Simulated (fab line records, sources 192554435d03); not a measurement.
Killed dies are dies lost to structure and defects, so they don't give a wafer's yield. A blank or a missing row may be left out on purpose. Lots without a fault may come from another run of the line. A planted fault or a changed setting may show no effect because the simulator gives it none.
fab line records | flow n5_finfet
record lots=24 wafers=72 last_day=22
route steps=1938 shown BEOL_M6@1227 BEOL_M7@1277
lots that met no fault: from a run of the same line without faults
start_h: hours from the record's first day to the start of the lot's first wafer shown | wait_h: hours since the lot's step before | " the same as in the row above | L1.1+2: a row that stands for several wafers | - no value, or no start given | * or withheld: withheld | < > ~ a bound
route shown NAME@n: a module of which the file shows steps, and the number in the route of the first | usual: mean/standard deviation of fault-free wafers | same: alike in all rows | chamber/n: place in a boat | sites: the reading at each site | _std_site: their standard deviation | _edge_site: outer sites' mean less inner sites' | radius_mm: how far each site lies from the wafer's centre | mask NAME#n: copy n | behind: the tool/chamber that last shaped the wafer | hold: why the lot was held/for how many hours/how that ended | device: the transistor (n, p or np) that didn't switch | end of line: the same wafers' tests at the end of the route | a step without rows: its recipe alone | killed: dies lost to structure and defects at the first sort, not the wafer's yield | map: a wafer's dies, x killed, . not, _ none there
set.NAME: the setting as run; set.NAME@STEP: as run at that earlier step | model.NAME: the simulator's own value behind a step, which no gauge read
steps of the route over a sample of lots; a table a step, a row a wafer
services: from which hour (start_h, from the record's first day; less than 0 if before it) a tool's chamber was out of use, for how many hours, and why
## steps
# step N5_BEOL_M6_CD_MEAS_28
# recipe target_cd_nm=40 landing_energy_ev=500 detector=se_inlens
# usual cd_nm=40.10/0.23
# columns lot.wafer tool chamber start_h wait_h cd_nm
L074.1 cd_sem-02 0 212.81 - 39.85
L074.3 " 0 " " 39.87
L074.5 " 0 " " 40.20
L075.2 cd_sem-03 0 230.33 - 40.11
L075.4 " 0 " " 40.22
L075.5 " 0 " " 40.05
L077.1 cd_sem-02 0 239.24 - 39.86
L077.4 " 0 " " 40.07
L077.6 " 0 " " 40.34
L076.4 cd_sem-02 0 251.45 - 39.84
L076.5 " 0 " " 40.04
L076.6 " 0 " " 40.20
L078.4 cd_sem-03 0 262.50 - 40.01
L078.5 " 0 " " 40.40
L078.6 " 0 " " 40.14
L079.1 cd_sem-03 0 267.87 - 40.40
L079.3 " 0 " " 40.72
L079.4 " 0 " " 40.27
L080.3 cd_sem-02 0 277.84 - 39.85
L080.4 " 0 " " 39.74
L080.5 " 0 " " 40.12
L081.1 cd_sem-01 0 311.23 - 40.50
L081.2 " 0 " " 40.41
L081.4 " 0 " " 40.03
L083.2 cd_sem-03 0 330.20 - 39.80
L083.3 " 0 " " 39.88
L083.4 " 0 " " 39.86
L084.4 cd_sem-02 0 337.63 - 40.42
L084.5 " 0 " " 40.46
L084.6 " 0 " " 40.16
L085.1 cd_sem-03 0 345.06 - 39.94
L085.2 " 0 " " 40.14
L085.6 " 0 " " 40.17
L086.3 cd_sem-01 0 352.10 - 40.31
L086.5 " 0 " " 40.18
L086.6 " 0 " " 39.89
L087.2 cd_sem-01 0 362.96 - 39.93
L087.4 " 0 " " 40.03
L087.6 " 0 " " 40.38
L090.3 cd_sem-02 0 366.93 - 40.26
L090.5 " 0 " " 40.27
L090.6 " 0 " " 39.76
L088.2 cd_sem-03 0 375.37 - 40.20
L088.5 " 0 " " 40.38
L088.6 " 0 " " 39.91
L095.4 cd_sem-02 0 386.80 - 39.92
L095.5 " 0 " " 40.00
L095.6 " 0 " " 40.03
L097.3 cd_sem-02 0 388.84 - 39.68
L097.4 " 0 " " 40.28
L097.5 " 0 " " 39.85
L091.1 cd_sem-03 0 394.10 - 39.95
L091.2 " 0 " " 40.22
L091.3 " 0 " " 40.26
L092.1 cd_sem-01 0 404.17 - 40.36
L092.2 " 0 " " 39.81
L092.5 " 0 " " 40.38
L094.1 cd_sem-01 0 414.48 - 39.89
L094.5 " 0 " " 39.88
L094.6 " 0 " " 40.06
L093.1 cd_sem-01 0 414.53 - 40.30
L093.4 " 0 " " 40.15
L093.5 " 0 " " 39.60
L089.1 cd_sem-02 0 414.57 - 40.26
L089.2 " 0 " " 39.97
L089.3 " 0 " " 39.92
L082.1 cd_sem-03 0 418.28 - 40.13
L082.3 " 0 " " 40.12
L082.6 " 0 " " 40.11
L096.3 cd_sem-02 0 420.61 - 40.14
L096.4 " 0 " " 40.28
L096.6 " 0 " " 40.10
# step N5_BEOL_M6_ETCH_72
# recipe chemistry=N2/H2 target=underlayer target_depth_a=65 mask_material=CAR-EUV time_s=5.2 ion_energy_ev=200 pressure_mtorr=30 source_w=840 bias_w=150 n2_flow_sccm=200 h2_flow_sccm=200 ends=cleared
# usual bias_w=150.0/0.48 drypump_motor_current_A=5.6/0.4 etch_rf_on_time_s=5.19/0.077 h2_flow_sccm=199.9/0.6 n2_flow_sccm=199.9/0.69 oes_product_au=0.71/0.08 rf_vpp_V=524.7/2.7 showerhead_plenum_p_Torr=2.57/0.099 throttle_valve_pct=17.88/0.2
# columns lot.wafer tool chamber start_h wait_h bias_w drypump_motor_current_A etch_rf_on_time_s h2_flow_sccm n2_flow_sccm oes_product_au rf_hours_counter_h rf_vpp_V showerhead_plenum_p_Torr throttle_valve_pct
L074.1 rie_diel-04 0 212.97 0.0 150.4 6.1 5.17 200.1 200.9 0.79 15 527.6 2.72 17.72
L074.3 " 1 " " 149.7 5.6 5.30 200.3 199.3 0.73 55 522.6 2.48 18.01
L074.5 " 1 " " 149.8 5.5 5.25 201.0 199.7 0.73 - 522.7 2.48 17.99
L075.2 rie_diel-04 3 230.48 0.0 150.4 5.1 5.03 199.5 198.6 0.87 1 526.3 2.60 17.76
L075.4 " 1 " " 149.9 5.6 5.19 199.3 199.1 0.74 61 522.6 2.47 18.04
L075.5 " 0 " " 149.8 6.1 5.06 199.6 198.7 0.78 - 530.1 2.71 17.75
L077.1 rie_diel-04 0 239.40 0.0 149.4 6.1 5.18 199.9 199.4 0.77 25 529.1 2.71 17.76
L077.4 " 2 " " 149.6 5.2 5.24 199.0 199.7 0.58 235 522.5 2.50 17.90
L077.6 " 3 " " 149.4 5.1 5.13 199.7 199.3 0.83 - 524.6 2.60 17.78
L076.4 rie_diel-05 3 251.60 0.0 149.1 6.6 5.26 200.1 199.6 0.59 215 525.9 2.62 18.00
L076.5 " 0 " " 150.6 6.3 5.21 200.2 201.3 0.74 - 524.1 2.60 17.92
L076.6 " 1 " " 151.3 5.4 5.24 199.5 199.6 0.76 - 527.8 2.72 17.77
L078.4 rie_diel-04 0 262.65 0.0 150.9 6.1 5.09 200.4 200.0 0.77 32 525.5 2.71 17.76
L078.5 " 2 " " 150.1 5.2 5.28 199.3 200.1 0.57 - 524.8 2.49 17.93
L078.6 " 1 " " 149.9 5.6 5.21 199.0 200.4 0.73 - 521.1 2.47 18.03
L079.1 rie_diel-02 3 268.03 0.0 149.5 5.6 5.31 199.2 198.6 0.64 175 520.3 2.43 18.07
L079.3 " 1 " " 149.3 5.8 5.17 199.6 199.6 0.62 195 527.3 2.63 17.87
L079.4 " 0 " " 150.6 5.6 5.23 199.4 199.4 0.60 220 522.8 2.41 17.83
L080.3 rie_diel-04 2 278.03 0.0 150.4 5.2 5.32 199.9 200.8 0.57 246 522.3 2.49 17.94
L080.4 " 1 " " 150.4 5.6 5.28 198.8 199.8 0.71 76 521.9 2.47 18.02
L080.5 " 1 " " 150.2 5.6 5.22 199.9 200.1 0.72 - 522.5 2.47 18.04
L081.1 rie_diel-04 1 311.39 0.0 149.9 5.6 5.29 200.5 200.5 0.71 87 521.8 2.46 18.07
L081.2 " 0 " " 150.2 6.1 5.13 200.5 199.6 0.75 47 526.9 2.70 17.77
L081.4 " 3 " " 148.8 5.1 5.15 200.1 198.6 0.77 26 525.4 2.59 17.80
L083.2 rie_diel-02 0 330.52 0.0 150.0 5.6 5.18 200.2 199.4 0.60 239 519.3 2.40 17.84
L083.3 " 1 " " 149.4 5.8 5.15 200.7 201.0 0.59 215 525.1 2.62 17.91
L083.4 " 3 " " 150.3 5.6 5.31 199.9 198.9 0.63 195 523.9 2.42 18.10
L084.4 rie_diel-04 2 337.78 0.0 149.9 5.2 5.18 200.0 201.4 0.80 8 523.2 2.49 17.49
L084.5 " 3 " " 149.3 5.1 5.17 198.8 199.8 0.76 - 525.6 2.59 17.80
L084.6 " 0 " " 149.8 6.1 5.16 200.2 198.9 0.73 - 529.2 2.70 17.82
L085.1 rie_diel-05 0 345.22 0.0 149.9 6.3 5.16 199.9 199.8 0.72 64 526.1 2.59 17.97
L085.2 " 1 " " 150.6 5.4 5.15 200.6 198.8 0.74 48 528.5 2.71 17.81
L085.6 " 0 " " 150.2 6.3 5.18 199.3 200.1 0.70 - 525.0 2.59 17.98
L086.3 rie_diel-05 0 352.26 0.0 150.2 6.3 5.22 199.5 200.4 0.70 66 525.9 2.59 17.94
L086.5 " 2 " " 150.4 5.8 5.14 199.9 200.1 0.79 - 523.6 2.60 17.80
L086.6 " 1 " " 149.3 5.4 5.19 199.5 200.1 0.73 - 528.6 2.71 17.81
L087.2 rie_diel-04 1 363.13 0.0 149.8 5.6 5.34 199.3 201.3 0.69 101 521.9 2.46 18.07
L087.4 " 2 " " 150.2 5.1 5.18 200.0 199.7 0.79 15 523.4 2.48 17.46
L087.6 " 0 " " 150.2 6.1 5.20 199.9 198.4 0.73 - 528.2 2.70 17.82
L090.3 rie_diel-02 1 367.08 0.0 150.4 5.8 5.16 198.8 198.9 0.60 226 524.2 2.62 17.94
L090.5 " 1 " " 150.2 5.7 5.10 198.6 199.5 0.60 - 525.9 2.62 17.95
L090.6 " 2 " " 150.2 5.7 5.18 201.6 200.4 0.64 - 525.8 2.65 18.14
L088.2 rie_diel-05 0 375.52 0.0 149.5 6.3 5.21 200.1 200.1 0.70 71 525.0 2.59 17.99
L088.5 " 1 " " 150.7 5.4 5.22 200.1 200.1 0.72 - 528.2 2.71 17.81
L088.6 " 0 " " 149.4 6.3 5.23 200.2 199.5 0.71 - 525.0 2.59 18.01
L095.4 rie_diel-04 0 387.22 0.0 149.6 6.1 5.08 199.6 200.0 0.72 - 527.2 2.69 17.83
L095.5 " 2 " " 150.0 5.2 5.06 198.9 200.3 0.79 - 521.9 2.48 17.49
L095.6 " 1 " " 149.9 5.6 5.25 200.1 200.2 0.68 - 519.8 2.46 18.10
L097.3 rie_diel-04 2 388.99 0.0 149.7 5.2 5.08 199.1 200.0 0.78 22 519.6 2.48 17.50
L097.4 " 0 " " 150.0 6.1 5.16 200.0 201.7 0.72 - 527.0 2.69 17.79
L097.5 " 2 " " 149.8 5.2 5.19 199.3 199.9 0.78 - 523.8 2.48 17.50
L091.1 rie_diel-02 2 394.25 0.0 149.6 5.7 5.20 200.3 199.8 0.64 169 528.3 2.65 18.18
L091.2 " 0 " " 149.8 5.6 5.19 200.5 199.9 0.84 1 528.0 2.72 17.43
L091.3 " 3 " " 150.2 5.6 5.45 199.4 200.5 0.60 216 520.9 2.41 18.16
L092.1 rie_diel-04 3 404.32 0.0 150.2 5.1 5.10 200.8 200.5 0.76 51 525.0 2.58 17.85
L092.2 " 1 " " 149.5 5.6 5.23 199.4 201.6 0.68 115 522.3 2.45 18.11
L092.5 " 1 " " 150.1 5.6 5.23 199.6 200.5 0.69 - 521.8 2.45 18.10
L094.1 rie_diel-02 0 414.83 0.0 150.9 5.6 5.16 200.2 200.2 0.83 7 527.5 2.72 17.43
L094.5 " 1 " " 150.1 5.8 5.20 200.5 200.7 0.59 - 525.3 2.61 17.99
L094.6 " 0 " " 150.4 5.6 5.12 200.2 200.1 0.84 - 528.0 2.72 17.45
L093.1 rie_diel-04 3 415.05 0.0 150.4 5.1 5.16 199.7 199.2 0.74 56 523.9 2.58 17.86
L093.4 " 1 " " 150.9 5.6 5.30 200.4 199.8 0.68 - 522.6 2.45 18.08
L093.5 " 3 " " 150.6 5.1 5.18 199.4 200.1 0.75 - 527.0 2.58 17.88
L089.1 rie_diel-02 3 415.23 0.0 149.8 5.6 5.36 200.0 199.7 0.60 222 519.0 2.41 18.18
L089.2 " 1 " " 150.2 5.7 5.18 199.0 200.3 0.59 242 525.4 2.61 17.98
L089.3 " 2 " " 149.7 5.7 5.15 200.4 200.4 0.63 175 526.6 2.65 18.16
L082.1 rie_diel-05 2 418.72 0.0 150.7 5.8 5.14 199.4 199.6 0.74 37 524.4 2.59 17.82
L082.3 " 0 " " 150.1 6.3 5.19 199.6 200.5 0.69 79 524.4 2.58 18.03
L082.6 " 1 " " 149.3 5.4 5.18 200.3 199.0 0.71 - 526.7 2.70 17.85
L096.3 rie_diel-04 2 420.86 0.0 149.7 5.2 5.07 199.5 199.3 0.76 35 522.9 2.48 17.53
L096.4 " 1 " " 150.2 5.5 5.18 200.1 200.5 0.69 122 524.2 2.45 18.12
L096.6 " 2 " " 150.4 5.2 5.10 199.4 199.4 0.75 - 522.2 2.48 17.53
# step N5_BEOL_M6_ETCH_41
# recipe chemistry=CH3F/O2 target=SiCN target_depth_a=297 taper_deg=2 time_s=52 ion_energy_ev=120 mask_material=TiN pressure_mtorr=30 source_w=395 bias_w=75 Ar_flow_sccm=150 CH3F_flow_sccm=30 O2_flow_sccm=20
# usual bias_w=74.97/0.22 drypump_motor_current_A=5.6/0.4 oes_product_au=0.83/0.095 rf_vpp_V=297.7/1.9 showerhead_plenum_p_Torr=2.02/0.074 throttle_valve_pct=16.31/0.2
# columns lot.wafer tool chamber start_h wait_h bias_w drypump_motor_current_A oes_product_au rf_hours_counter_h rf_vpp_V showerhead_plenum_p_Torr throttle_valve_pct
L074.1 rie_diel-04 0 - - 74.96 6.1 0.95 15 302.1 2.13 16.11
L074.3 " 1 " " 74.97 5.6 0.89 55 296.6 1.94 16.43
L074.5 " 1 " " 74.88 5.6 0.87 - 297.0 1.94 16.42
L075.2 rie_diel-04 3 - - 74.76 5.1 1.00 1 297.8 2.04 16.06
L075.4 " 1 " " 74.85 5.6 0.87 62 296.7 1.94 16.44
L075.5 " 0 " " 75.27 6.1 0.92 - 300.8 2.12 16.12
L077.1 rie_diel-04 0 - - 74.76 6.1 0.92 25 298.7 2.12 16.10
L077.4 " 2 " " 75.33 5.1 0.68 235 296.0 1.97 16.51
L077.6 " 3 " " 74.96 5.1 0.99 - 298.0 2.04 16.06
L076.4 rie_diel-05 3 - - 75.44 6.5 0.69 215 296.2 2.06 16.52
L076.5 " 0 " " 74.50 6.3 0.88 - 297.8 2.03 16.24
L076.6 " 1 " " 74.80 5.4 0.89 - 299.6 2.13 16.06
L078.4 rie_diel-04 0 - - 74.73 6.1 0.91 32 299.1 2.12 16.14
L078.5 " 2 " " 75.00 5.2 0.68 - 296.1 1.97 16.54
L078.6 " 1 " " 75.41 5.6 0.86 - 295.5 1.94 16.47
L079.1 rie_diel-02 3 - - 74.93 5.6 0.74 175 293.5 1.91 16.53
L079.3 " 1 " " 75.30 5.7 0.72 196 297.6 2.07 16.38
L079.4 " 0 " " 74.95 5.6 0.69 220 294.3 1.90 16.39
L080.3 rie_diel-04 2 - - 74.45 5.1 0.67 246 295.2 1.97 16.53
L080.4 " 1 " " 74.87 5.5 0.84 76 297.8 1.94 16.46
L080.5 " 1 " " 74.77 5.6 0.83 - 295.3 1.94 16.46
L081.1 rie_diel-04 1 - - 74.81 5.5 0.83 87 296.1 1.93 16.49
L081.2 " 0 " " 75.16 6.1 0.88 47 297.9 2.11 16.15
L081.4 " 3 " " 74.88 5.1 0.93 26 299.2 2.04 16.12
L083.2 rie_diel-02 0 - - 74.65 5.6 0.68 239 294.7 1.89 16.40
L083.3 " 1 " " 75.04 5.8 0.70 215 299.5 2.06 16.41
L083.4 " 3 " " 74.63 5.6 0.73 195 295.0 1.90 16.57
L084.4 rie_diel-04 2 - - 75.29 5.1 0.94 8 297.6 1.97 16.04
L084.5 " 3 " " 74.87 5.1 0.91 - 298.5 2.03 16.13
L084.6 " 0 " " 74.71 6.1 0.87 - 300.9 2.11 16.17
L085.1 rie_diel-05 0 - - 75.06 6.3 0.84 64 297.6 2.02 16.26
L085.2 " 1 " " 74.92 5.4 0.86 48 300.1 2.12 16.09
L085.6 " 0 " " 75.17 6.3 0.84 - 299.0 2.02 16.25
L086.3 rie_diel-05 0 - - 74.70 6.3 0.84 66 297.7 2.02 16.28
L086.5 " 2 " " 75.46 5.8 0.92 - 298.3 2.04 16.32
L086.6 " 1 " " 75.03 5.4 0.86 - 298.0 2.12 16.10
L087.2 rie_diel-04 1 - - 75.02 5.6 0.81 101 294.1 1.93 16.51
L087.4 " 2 " " 74.93 5.1 0.92 15 295.4 1.96 16.05
L087.6 " 0 " " 74.98 6.1 0.85 - 299.4 2.11 16.18
L090.3 rie_diel-02 1 - - 75.12 5.8 0.69 226 298.0 2.06 16.43
L090.5 " 1 " " 75.09 5.8 0.69 - 299.0 2.06 16.43
L090.6 " 2 " " 75.34 5.6 0.74 - 298.6 2.08 16.47
L088.2 rie_diel-05 0 - - 74.92 6.3 0.83 71 298.2 2.02 16.29
L088.5 " 1 " " 75.02 5.4 0.85 - 300.6 2.12 16.10
L088.6 " 0 " " 74.77 6.3 0.83 - 297.1 2.02 16.30
L095.4 rie_diel-04 0 - - 75.06 6.1 0.84 - 299.6 2.11 16.19
L095.5 " 2 " " 74.97 5.1 0.91 - 297.6 1.96 16.10
L095.6 " 1 " " 75.00 5.6 0.81 - 295.7 1.93 16.51
L097.3 rie_diel-04 2 - - 75.11 5.2 0.90 22 295.1 1.96 16.08
L097.4 " 0 " " 74.93 6.1 0.84 - 298.5 2.11 16.19
L097.5 " 2 " " 75.04 5.2 0.91 - 296.8 1.96 16.08
L091.1 rie_diel-02 2 - - 74.76 5.7 0.75 169 298.9 2.07 16.50
L091.2 " 0 " " 75.44 5.6 0.99 1 300.6 2.14 15.94
L091.3 " 3 " " 74.90 5.6 0.71 216 294.1 1.90 16.61
L092.1 rie_diel-04 3 - - 75.13 5.1 0.87 52 297.4 2.03 16.15
L092.2 " 1 " " 74.72 5.6 0.80 115 294.8 1.93 16.53
L092.5 " 1 " " 74.95 5.6 0.80 - 295.5 1.93 16.54
L094.1 rie_diel-02 0 - - 75.05 5.6 0.96 7 299.5 2.14 15.95
L094.5 " 1 " " 75.11 5.8 0.69 - 297.4 2.05 16.46
L094.6 " 0 " " 74.95 5.6 0.96 - 299.6 2.14 15.96
L093.1 rie_diel-04 3 - - 74.97 5.1 0.87 56 297.8 2.02 16.15
L093.4 " 1 " " 74.97 5.6 0.80 - 294.4 1.92 16.56
L093.5 " 3 " " 75.31 5.1 0.87 - 297.9 2.02 16.16
L089.1 rie_diel-02 3 - - 75.09 5.6 0.71 222 294.7 1.90 16.62
L089.2 " 1 " " 74.64 5.8 0.68 242 297.6 2.05 16.47
L089.3 " 2 " " 74.83 5.7 0.73 175 298.8 2.07 16.51
L082.1 rie_diel-05 2 - - 74.64 5.7 0.88 37 297.8 2.04 16.37
L082.3 " 0 " " 74.81 6.3 0.82 79 297.7 2.02 16.30
L082.6 " 1 " " 74.91 5.4 0.83 - 299.9 2.12 16.15
L096.3 rie_diel-04 2 - - 74.97 5.1 0.88 35 296.4 1.96 16.12
L096.4 " 1 " " 74.74 5.5 0.80 122 296.2 1.92 16.54
L096.6 " 2 " " 74.84 5.2 0.89 - 296.2 1.96 16.10
# step N5_BEOL_M6_DEP_56
# recipe material=SiCN target_thk_a=100 temp_c=withheld precursor=3MS/NH3 pressure_torr=3 rf_w=202 time_s=17.5
# usual showerhead_plenum_p_Torr=3.659/0.014 throttle_valve_pct=9.1/0.45
# columns lot.wafer tool chamber start_h wait_h showerhead_plenum_p_Torr throttle_valve_pct
L074.1 pecvd-04 1 215.39 0.0 3.670 8.6
L074.3 " 0 " " 3.652 9.0
L074.5 " 0 " " 3.639 9.4
L075.2 pecvd-03 0 233.68 0.0 3.665 9.1
L075.4 " 1 " " 3.646 9.2
L075.5 " 2 " " 3.653 8.4
L077.1 pecvd-04 1 244.55 0.0 3.685 8.8
L077.4 " 0 " " 3.639 9.4
L077.6 " 1 " " 3.680 8.7
L076.4 pecvd-01 1 254.49 0.0 3.674 9.1
L076.5 " 2 " " 3.674 8.5
L076.6 " 0 " " 3.667 9.7
L078.4 pecvd-01 1 266.39 0.0 3.678 9.0
L078.5 " 2 " " 3.662 8.3
L078.6 " 0 " " 3.653 9.6
L079.1 pecvd-03 0 271.93 0.0 3.670 9.2
L079.3 " 1 " " 3.637 9.4
L079.4 " 2 " " 3.643 8.4
L080.3 pecvd-03 2 280.60 0.0 3.653 8.7
L080.4 " 1 " " 3.633 9.1
L080.5 " 2 " " 3.642 8.4
L081.1 pecvd-03 2 314.52 0.0 3.658 8.7
L081.2 " 1 " " 3.646 9.4
L081.4 " 2 " " 3.660 8.4
L083.2 pecvd-04 1 335.10 0.0 3.682 8.6
L083.3 " 2 " " 3.652 9.4
L083.4 " 0 " " 3.646 9.3
L084.4 pecvd-01 1 340.64 0.0 3.687 9.1
L084.5 " 2 " " 3.659 8.4
L084.6 " 1 " " 3.678 9.1
L085.1 pecvd-04 0 347.90 0.0 3.648 9.3
L085.2 " 1 " " 3.672 8.9
L085.6 " 2 " " 3.653 9.3
L086.3 pecvd-01 2 355.29 0.0 3.680 8.5
L086.5 " 0 " " 3.664 10.0
L086.6 " 2 " " 3.665 8.7
L087.2 pecvd-01 2 367.62 0.0 3.670 8.3
L087.4 " 0 " " 3.654 9.8
L087.6 " 2 " " 3.659 8.2
L090.3 pecvd-04 2 369.60 0.0 3.671 9.3
L090.5 " 1 " " 3.670 8.5
L090.6 " 2 " " 3.658 9.3
L088.2 pecvd-01 0 379.88 0.0 3.666 9.9
L088.5 " 2 " " 3.660 8.5
L088.6 " 1 " " 3.683 9.1
L095.4 pecvd-01 0 390.81 0.0 3.654 10.1
L095.5 " 1 " " 3.678 9.1
L095.6 " 2 " " 3.670 8.6
L097.3 pecvd-03 1 391.59 0.0 3.646 9.5
L097.4 " 2 " " 3.653 8.6
L097.5 " 0 " " 3.663 9.3
L091.1 pecvd-03 2 397.22 0.0 3.656 8.8
L091.2 " 0 " " 3.672 9.3
L091.3 " 1 " " 3.640 9.6
L092.1 pecvd-03 1 409.50 0.0 3.637 9.2
L092.2 " 0 " " 3.670 9.3
L092.5 " 2 " " 3.663 8.2
L094.1 pecvd-03 2 418.33 0.0 3.650 8.4
L094.5 " 0 " " 3.659 9.3
L094.6 " 1 " " 3.627 9.3
L093.1 pecvd-03 2 419.16 0.0 3.650 8.9
L093.4 " 2 " " 3.655 8.5
L093.5 " 1 " " 3.631 9.4
L089.1 pecvd-03 1 419.42 0.0 3.640 9.5
L089.2 " 2 " " 3.655 8.4
L089.3 " 1 " " 3.644 9.4
L082.1 pecvd-04 2 422.23 0.0 3.653 9.4
L082.3 " 1 " " 3.672 8.8
L082.6 " 1 " " 3.681 8.7
L096.3 pecvd-03 2 425.26 0.0 3.647 8.6
L096.4 " 2 " " 3.656 8.6
L096.6 " 0 " " 3.667 9.5
# step N5_BEOL_M7_OVL_MEAS_12
# recipe points_per_wafer=44
# usual M7_OVL=0.0/0.72
# columns lot.wafer tool chamber start_h wait_h M7_OVL[nm]
L074.1 overlay-01 0 216.95 0.0 -0.7
L074.3 " 0 " " -1.0
L074.5 " 0 " " -0.4
L075.2 overlay-01 0 235.01 0.0 -0.1
L075.4 " 0 " " -0.9
L075.5 " 0 " " 0.2
L077.1 overlay-01 0 247.76 0.0 -1.3
L077.4 " 0 " " -1.2
L077.6 " 0 " " 0.5
L076.4 overlay-01 0 256.56 0.0 -0.5
L076.5 " 0 " " -0.1
L076.6 " 0 " " 0.5
L078.4 overlay-01 0 267.71 0.0 0.2
L078.5 " 0 " " -0.7
L078.6 " 0 " " -0.6
L079.1 overlay-02 0 275.84 0.0 0.2
L079.3 " 0 " " 0.5
L079.4 " 0 " " 1.1
L080.3 overlay-02 0 282.20 0.0 1.2
L080.4 " 0 " " 0.7
L080.5 " 0 " " 0.3
L081.1 overlay-02 0 317.80 0.0 0.1
L081.2 " 0 " " -1.1
L081.4 " 0 " " -0.9
L083.2 overlay-01 0 339.01 0.0 1.2
L083.3 " 0 " " 0.6
L083.4 " 0 " " 0.9
L084.4 overlay-02 0 342.88 0.0 -1.3
L084.5 " 0 " " -0.7
L084.6 " 0 " " -1.0
L085.1 overlay-02 0 349.84 0.0 -0.3
L085.2 " 0 " " -1.7
L085.6 " 0 " " -0.1
L086.3 overlay-01 0 357.72 0.0 -0.6
L086.5 " 0 " " -0.4
L086.6 " 0 " " -0.1
L087.2 overlay-02 0 371.99 0.0 0.4
L087.4 " 0 " " 0.1
L087.6 " 0 " " 0.5
L090.3 overlay-02 0 372.48 0.0 -0.9
L090.5 " 0 " " 0.2
L090.6 " 0 " " -0.2
L088.2 overlay-01 0 381.09 0.0 -0.7
L088.5 " 0 " " -0.1
L088.6 " 0 " " -0.7
L095.4 overlay-01 0 395.20 0.0 0.1
L095.5 " 0 " " 0.8
L095.6 " 0 " " -0.3
L097.3 overlay-01 0 395.37 0.0 -0.1
L097.4 " 0 " " -0.4
L097.5 " 0 " " -0.3
L091.1 overlay-02 0 399.13 0.0 -0.9
L091.2 " 0 " " 0.0
L091.3 " 0 " " 0.3
L092.1 overlay-01 0 415.09 0.0 0.4
L092.2 " 0 " " 1.6
L092.5 " 0 " " 0.6
L094.1 overlay-02 0 419.56 0.0 0.3
L094.5 " 0 " " -1.1
L094.6 " 0 " " 0.5
L093.1 overlay-02 0 421.39 0.0 0.6
L093.4 " 0 " " 2.0
L093.5 " 0 " " -0.2
L089.1 overlay-02 0 421.98 0.0 1.0
L089.2 " 0 " " -0.4
L089.3 " 0 " " 0.8
L082.1 overlay-02 0 426.59 0.0 0.1
L082.3 " 0 " " 0.1
L082.6 " 0 " " 0.0
L096.3 overlay-01 0 426.63 0.0 0.5
L096.4 " 0 " " 0.6
L096.6 " 0 " " 1.0
# step N5_BEOL_M7_INSPECT_30
# recipe mode=adi inspect_instrument=brightfield
# usual raw_defect_count=374/73
# columns lot.wafer tool chamber start_h wait_h raw_defect_count
L074.1 defect_inspect-02 - 219.15 0.1 306
L074.3 " - " " 483
L074.5 " - " " 242
L075.2 defect_inspect-01 - 239.40 0.0 252
L075.4 " - " " 365
L075.5 " - " " 371
L077.1 defect_inspect-01 - 251.37 0.1 474
L077.4 " - " " 301
L077.6 " - " " 380
L076.4 defect_inspect-01 - 262.53 0.0 329
L076.5 " - " " 313
L076.6 " - " " 276
L078.4 defect_inspect-02 - 271.19 0.0 332
L078.5 " - " " 438
L078.6 " - " " 294
L079.1 defect_inspect-01 - 277.92 0.1 449
L079.3 " - " " 408
L079.4 " - " " 424
L080.3 defect_inspect-02 - 286.02 0.0 351
L080.4 " - " " 412
L080.5 " - " " 347
L081.1 defect_inspect-02 - 322.37 0.1 304
L081.2 " - " " 360
L081.4 " - " " 345
L083.2 defect_inspect-01 - 341.71 0.0 366
L083.3 " - " " 479
L083.4 " - " " 545
L084.4 defect_inspect-01 - 344.00 0.0 367
L084.5 " - " " 367
L084.6 " - " " 386
L085.1 defect_inspect-02 - 352.18 0.1 230
L085.2 " - " " 289
L085.6 " - " " 335
L086.3 defect_inspect-01 - 360.38 0.0 399
L086.5 " - " " 337
L086.6 " - " " 291
L087.2 defect_inspect-01 - 375.25 0.0 314
L087.4 " - " " 361
L087.6 " - " " 375
L090.3 defect_inspect-01 - 375.60 0.0 325
L090.5 " - " " 313
L090.6 " - " " 295
L088.2 defect_inspect-01 - 384.08 0.0 423
L088.5 " - " " 415
L088.6 " - " " 416
L095.4 defect_inspect-02 - 397.84 0.0 421
L095.5 " - " " 253
L095.6 " - " " 404
L097.3 defect_inspect-01 - 397.93 0.0 402
L097.4 " - " " 311
L097.5 " - " " 356
L091.1 defect_inspect-02 - 404.25 0.1 436
L091.2 " - " " 344
L091.3 " - " " 464
L092.1 defect_inspect-01 - 416.45 0.1 333
L092.2 " - " " 582
L092.5 " - " " 384
L094.1 defect_inspect-02 - 421.09 0.1 517
L094.5 " - " " 371
L094.6 " - " " 425
L089.1 defect_inspect-01 - 423.98 0.1 399
L089.2 " - " " 339
L089.3 " - " " 391
L093.1 defect_inspect-02 - 424.02 0.1 507
L093.4 " - " " 329
L093.5 " - " " 414
L082.1 defect_inspect-02 - 427.85 0.1 381
L082.3 " - " " 480
L082.6 " - " " 417
L096.3 defect_inspect-01 - 428.03 0.0 329
L096.4 " - " " 349
L096.6 " - " " 396
## services
# columns tool chamber start_h hours kind
rie_diel-04 3 212.32 - clean
rie_diel-04 3 212.32 - consumable_replace:focus_ring
rie_diel-04 3 212.32 13.7 scheduled_down
rie_diel-04 3 212.32 13.7 vent_cycle
rie_diel-02 - 238.40 0.2 repair
rie_diel-02 0 251.28 2.0 repair
rie_diel-04 2 292.39 - clean
rie_diel-04 2 292.39 - consumable_replace:focus_ring
rie_diel-04 2 292.39 17.3 scheduled_down
rie_diel-04 2 292.39 17.3 vent_cycle
pecvd-01 0 331.19 20.5 repair
rie_diel-05 1 333.99 5.9 repair
rie_diel-02 3 335.79 4.6 repair
pecvd-04 - 343.78 0.7 repair
rie_diel-02 0 365.28 - clean
rie_diel-02 0 365.28 - consumable_replace:focus_ring
rie_diel-02 0 365.28 - consumable_replace:showerhead
pecvd-01 - 367.97 1.2 repair
rie_diel-04 3 382.33 7.4 repair
rie_diel-04 0 393.93 4.7 repair
rie_diel-04 0 401.55 15.5 repair
pecvd-01 - 402.06 1.0 repair
pecvd-04 1 411.59 7.1 repair
rie_diel-02 0 421.32 2.2 repair
## key
fault none
